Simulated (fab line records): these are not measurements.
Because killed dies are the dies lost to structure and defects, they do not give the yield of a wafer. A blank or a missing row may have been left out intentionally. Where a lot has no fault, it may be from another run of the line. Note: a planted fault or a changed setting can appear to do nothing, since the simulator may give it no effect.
Chamber matching / flow n5Finfet / N5_BEOL_M0_SAQP_SPACER2_ALD_26 on aldSin-01 has 4 sister chambers
The step deposits SiO2, target thk 15 nm, pulse time 1 s, purge time 2 s. 4 wafers are shown with their chamber, then 9 later ones without.

== WAFERS PAIRED WITH THEIR CHAMBERS ==
wafer=L082.1; chamber=1; heaterPowerW (W)=429
wafer=L085.3; chamber=0; heaterPowerW (W)=449
wafer=L085.5; chamber=2; heaterPowerW (W)=522
wafer=L085.6; chamber=3; heaterPowerW (W)=537

== WAFERS WITHOUT THEIR CHAMBER ==
wafer=L089.1; heaterPowerW (W)=513
wafer=L089.4; heaterPowerW (W)=538
wafer=L089.6; heaterPowerW (W)=436
wafer=L091.1; heaterPowerW (W)=504
wafer=L091.2; heaterPowerW (W)=442
wafer=L091.3; heaterPowerW (W)=469
wafer=L092.2; heaterPowerW (W)=445
wafer=L092.4; heaterPowerW (W)=534
wafer=L092.5; heaterPowerW (W)=537

== EACH ONE'S CHAMBER ==
wafer=L089.1; from the rows above=can't be placed: 2 or 3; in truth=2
wafer=L089.4; from the rows above=can't be placed: 3 or 2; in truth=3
wafer=L089.6; from the rows above=can't be placed: 1 or 0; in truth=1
wafer=L091.1; from the rows above=can't be placed: 2 or 3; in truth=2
wafer=L091.2; from the rows above=can't be placed: 0 or 1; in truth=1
wafer=L091.3; from the rows above=can't be placed: 0 or 1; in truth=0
wafer=L092.2; from the rows above=can't be placed: 0 or 1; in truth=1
wafer=L092.4; from the rows above=can't be placed: 3 or 2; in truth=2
wafer=L092.5; from the rows above=can't be placed: 3 or 2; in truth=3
Correctly placed: 0 of 9. From these rows, 9 cannot be placed; in 9 the true chamber is one of the candidates. Placed wrongly: 0.
How it was worked out, from the rows above alone: a wafer's distance from a chamber is the root of the sum, over the readings, of the square of ((its reading less the chamber's mean) divided by the reading's scatter). If the next closest chamber is less than 2 further off than the closest, the wafer can't be placed; otherwise it belongs to the closest. For every chamber, the mean is computed from those of its wafers that are shown. The scatter: with one shown wafer a chamber, the root of the mean of the squares of how far each hidden wafer lies from its nearest shown one.
